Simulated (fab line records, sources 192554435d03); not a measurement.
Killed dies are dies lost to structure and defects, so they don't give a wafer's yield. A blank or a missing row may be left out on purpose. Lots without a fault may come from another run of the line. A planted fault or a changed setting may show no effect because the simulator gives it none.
Chamber matching | flow n5_finfet | N5_BEOL_M6_DESCUM_33 on rie_diel-03: 4 sister chambers
The step chemistry O2, time 7 s. 4 wafers are shown with their chamber, then 9 later ones without.

WAFERS WITH THEIR CHAMBER
wafer  | chamber | showerhead_plenum_p_Torr (Torr)
L084.2 | 3       | 2.08
L091.2 | 1       | 2.19
L092.3 | 2       | 2.25
L092.5 | 0       | 2.21

WAFERS WITHOUT THEIR CHAMBER
wafer  | showerhead_plenum_p_Torr (Torr)
L093.2 | 2.19
L093.4 | 2.21
L093.6 | 2.25
L097.1 | 2.25
L097.2 | 2.18
L097.3 | 2.20
L097.4 | 2.21
L097.5 | 2.18
L097.6 | 2.24

WHICH CHAMBER EACH WENT THROUGH
wafer  | from the rows above     | in truth
L093.2 | 1                       | 1
L093.4 | 0                       | 0
L093.6 | 2                       | 2
L097.1 | 2                       | 2
L097.2 | 1                       | 1
L097.3 | can't be placed: 0 or 1 | 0
L097.4 | 0                       | 0
L097.5 | 1                       | 1
L097.6 | 2                       | 2
Placed correctly: 8 of 9. Can't be placed from these rows: 1 (the true chamber is among the candidates in 1). Placed wrongly: 0.
How it was worked out, from the rows above alone: a wafer's distance from a chamber is the root of the sum, over the readings, of the square of ((its reading less the chamber's mean) divided by the reading's scatter). The wafer belongs to the nearest chamber; if the next one is less than 2 further off, it can't be placed. A chamber's mean is the mean of its shown wafers. The scatter: with one shown wafer a chamber, the root of the mean of the squares of how far each hidden wafer lies from its nearest shown one.
